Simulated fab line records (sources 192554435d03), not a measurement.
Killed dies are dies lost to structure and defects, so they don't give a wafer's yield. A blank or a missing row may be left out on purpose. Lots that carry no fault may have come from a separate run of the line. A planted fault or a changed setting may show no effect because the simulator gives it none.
Which tool did it? ; flow n5-finfet ; Sampling: 12 lots, 35 wafers, 5 of 1938 route steps

WHAT THE GAUGES READ, wafer by wafer
N5_BEOL_M8_CD_MEAS_11: the cd target is 38.5 nm.
lot;measured;on;cd-nm (nm)
L289;day 9 20:20;cd-sem-02;39.1 39.0 38.0
L290;day 10 15:05;cd-sem-02;38.1 37.7 38.2
L291;day 10 18:08;cd-sem-02;38.5 38.7 38.1
L292;day 10 22:26;cd-sem-02;38.6 37.6 38.1
L294;day 11 01:59;cd-sem-02;39.4 39.0 38.1
L293;day 11 02:16;cd-sem-02;37.8 37.6 38.7
L295;day 11 05:26;cd-sem-02;38.3 37.2 37.9
L296;day 11 07:27;cd-sem-02;38.4 39.3 38.2
L299;day 12 19:11;cd-sem-01;38.8 37.7 39.3
L302;day 13 08:33;cd-sem-02;39.0 38.7 39.3
L303;day 13 08:50;cd-sem-02;38.4 39.1
L306;day 14 11:03;cd-sem-01;38.1 39.2 39.3

N5_BEOL_M8_OVL_MEAS_12.
lot;measured;on;M8_OVL (nm)
L289;day 9 20:22;overlay-02;-0.2 0.5 -0.3
L290;day 10 15:07;overlay-02;0.1 0.2 -0.1
L291;day 10 18:10;overlay-02;0.5 0.6 0.9
L292;day 10 22:28;overlay-02;10.6 11.0 12.2
L294;day 11 02:01;overlay-02;0.1 0.3 1.1
L293;day 11 02:17;overlay-02;-0.1 0.3 0.9
L295;day 11 05:28;overlay-02;12.0 11.9 11.9
L296;day 11 07:31;overlay-02;-1.1 -0.7 -1.6
L299;day 12 19:13;overlay-02;0.9 -0.3 -0.1
L302;day 13 08:35;overlay-02;-0.1 0.8 0.7
L303;day 13 08:52;overlay-02;-1.0 0.6
L306;day 14 11:05;overlay-02;0.9 -0.1 -0.1

N5_BEOL_M8_CD_MEAS_18: pitch 80 nm, target cd 40 nm.
lot;measured;on;cd-nm (nm)
L289;day 9 20:53;cd-sem-01;40.0 40.0 38.9
L290;day 10 15:40;cd-sem-01;39.3 39.8 39.7
L291;day 10 18:44;cd-sem-02;39.9 40.7 39.5
L292;day 10 23:17;cd-sem-01;40.7 38.7 40.3
L294;day 11 02:36;cd-sem-02;41.7 40.3 39.8
L293;day 11 02:58;cd-sem-01;39.6 39.4 40.3
L295;day 11 06:20;cd-sem-01;39.5 39.0 39.7
L296;day 11 08:02;cd-sem-02;39.6 40.9 39.7
L299;day 12 19:46;cd-sem-01;40.2 39.5 40.7
L302;day 13 09:23;cd-sem-01;41.0 40.2 40.9
L303;day 13 09:50;cd-sem-01;39.7 39.6
L306;day 14 11:41;cd-sem-01;38.8 40.1 39.9

WHAT TOOL EACH LOT RAN ON (gives the tool, then ch and the chambers of the sampled wafers, and finally the start)
lot;N5_BEOL_M7_ANNEAL_51;N5_BEOL_M8_EXPOSE_08
L289;rtp-anneal-02 ch 0, day 9 16:27;arfi-scanner-01 ch 0, day 9 20:13
L290;rtp-anneal-01 ch 0, day 10 12:52;arfi-scanner-02 ch 0, day 10 14:58
L291;rtp-anneal-01 ch 0, day 10 15:45;arfi-scanner-02 ch 0, day 10 18:01
L292;rtp-anneal-01 ch 0, day 10 19:08;arfi-scanner-02 ch 0, day 10 22:19
L294;rtp-anneal-01 ch 0, day 10 22:41;arfi-scanner-01 ch 0, day 11 01:52
L293;rtp-anneal-01 ch 0, day 11 00:03;arfi-scanner-01 ch 0, day 11 02:09
L295;rtp-anneal-01 ch 0, day 11 02:53;arfi-scanner-02 ch 0, day 11 05:19
L296;rtp-anneal-02 ch 0, day 11 04:36;arfi-scanner-01 ch 0, day 11 07:19
L299;rtp-anneal-01 ch 0, day 12 15:10;arfi-scanner-03 ch 0, day 12 19:03
L302;rtp-anneal-02 ch 0, day 13 05:19;arfi-scanner-03 ch 0, day 13 08:26
L303;rtp-anneal-01 ch 0, day 13 06:32;arfi-scanner-03 ch 0, day 13 08:43
L306;rtp-anneal-02 ch 0, day 14 08:31;arfi-scanner-01 ch 0, day 14 10:56
- N5_BEOL_M7_ANNEAL_51: time 90 s.
- N5_BEOL_M8_EXPOSE_08: exposes mask M8.

WHAT THE TOOLS THEMSELVES READ (means of the sampled wafers that have a number; where no wafer has one, the mark that the record gives instead)
N5_BEOL_M7_ANNEAL_51.
lot;tool;wafer_temp_C_max
L289;rtp-anneal-02;226.6
L290;rtp-anneal-01;225.9
L291;rtp-anneal-01;225.7
L292;rtp-anneal-01;225.8
L294;rtp-anneal-01;225.9
L293;rtp-anneal-01;225.8
L295;rtp-anneal-01;225.7
L296;rtp-anneal-02;227.0
L299;rtp-anneal-01;225.6
L302;rtp-anneal-02;226.4
L303;rtp-anneal-01;225.8
L306;rtp-anneal-02;226.6

N5_BEOL_M8_EXPOSE_08.
lot;tool;stage-vel-mm-s (mm/s)
L289;arfi-scanner-01;499.71
L290;arfi-scanner-02;499.70
L291;arfi-scanner-02;500.10
L292;arfi-scanner-02;499.67
L294;arfi-scanner-01;500.18
L293;arfi-scanner-01;500.13
L295;arfi-scanner-02;499.98
L296;arfi-scanner-01;499.99
L299;arfi-scanner-03;500.29
L302;arfi-scanner-03;499.70
L303;arfi-scanner-03;500.14
L306;arfi-scanner-01;499.67

THE ANSWER, worked out from the rows above alone
Rule: the usual values come from the lots themselves. Put in order of their means at a reading, lots are off if they are a third of the lots or fewer, leave a main group of 4 or more, and stand apart from it by a gap of 3 or more times the standard deviation of the main group's means; of several such gaps the widest counts. Not used: any main group whose means are identical at the precision the tables above print for the reading. A lot without any number at a reading at which 4 lots or more have one is off too. The other lots that the step has rows for count as sound. First the gauges in route order, then the tools' own readings, where a lot's mean is used as printed above. At the first step where some lot is off, the reading lying furthest off is the one used; lots without a number count as furthest.
Off: L292, L295, at N5_BEOL_M8_OVL_MEAS_12 (M8_OVL). Mean 0.1 nm and standard deviation 0.48 in the main group.
A tool fits if, at a process step before that reading, it ran every lot that is off, and no sound lot after the first of them. Gauges at N5_BEOL_M8_OVL_MEAS_12: tried the same way as those tools. One fits: arfi-scanner-02 at N5_BEOL_M8_EXPOSE_08. Its last sound lot is L291 (day 10 18:01), its first lot that is off L292 (day 10 22:19): a fault that began between those two fits.

WHAT WAS PUT IN BY THE SIMULATOR
Scanner matching overlay: arfi-scanner-02, from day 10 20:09 on, at N5_BEOL_M8_EXPOSE_08. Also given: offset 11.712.
Shown lots that were struck: L292, L295. The rule above reached the same finding.
